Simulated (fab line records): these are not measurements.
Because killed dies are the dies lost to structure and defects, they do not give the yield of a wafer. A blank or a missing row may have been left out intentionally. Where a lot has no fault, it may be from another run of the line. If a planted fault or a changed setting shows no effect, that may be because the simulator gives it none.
Chamber matching | flow nand harc | 4 sister chambers for NHARC_P_CONTACT_DESCUM_17 on rie diel-13
The step chemistry O2, time 3 s. 8 wafers are shown with their chamber, then 8 later ones without.

## EACH WAFER AND ITS CHAMBER
wafer  | chamber | showerhead plenum p Torr (Torr) | oes product au (a.u.)
L416.2 | 1       | 1.86                            | 0.991
L416.6 | 0       | 1.93                            | 1.000
L420.2 | 2       | 2.03                            | 0.985
L420.5 | 3       | 2.05                            | 0.999
L421.1 | 3       | 2.05                            | 0.994
L421.2 | 2       | 2.02                            | 0.977
L421.4 | 0       | 1.93                            | 0.992
L423.1 | 1       | 1.86                            | 1.020

## WAFERS WITH NO CHAMBER GIVEN
wafer  | showerhead plenum p Torr (Torr) | oes product au (a.u.)
L423.2 | 2.05                            | 0.987
L423.5 | 2.02                            | 0.990
L424.1 | 1.86                            | 1.004
L424.2 | 1.93                            | 0.979
L424.5 | 1.93                            | 0.988
L430.1 | 1.86                            | 1.019
L430.4 | 1.93                            | 1.001
L430.6 | 1.93                            | 0.988

## CHAMBER TAKEN BY EACH
wafer  | from the rows above | in truth
L423.2 | 3                   | 3
L423.5 | 2                   | 2
L424.1 | 1                   | 1
L424.2 | 0                   | 0
L424.5 | 0                   | 0
L430.1 | 1                   | 1
L430.4 | 0                   | 0
L430.6 | 0                   | 0
Correct placement for 8 of the 8. Left unplaced by these rows: 0. Wrongly placed: 0.
How it was worked out, from the rows above alone: a wafer's distance from a chamber is the root of the sum, over the readings, of the square of ((its reading less the chamber's mean) divided by the reading's scatter). The wafer belongs to the nearest chamber; if the next one is less than 2 further off, it can't be placed. For every chamber, the mean is computed from those of its wafers that are shown. The scatter: the root of (the sum of the squares of (reading less its chamber's mean) over the shown wafers, divided by (wafers less chambers)).
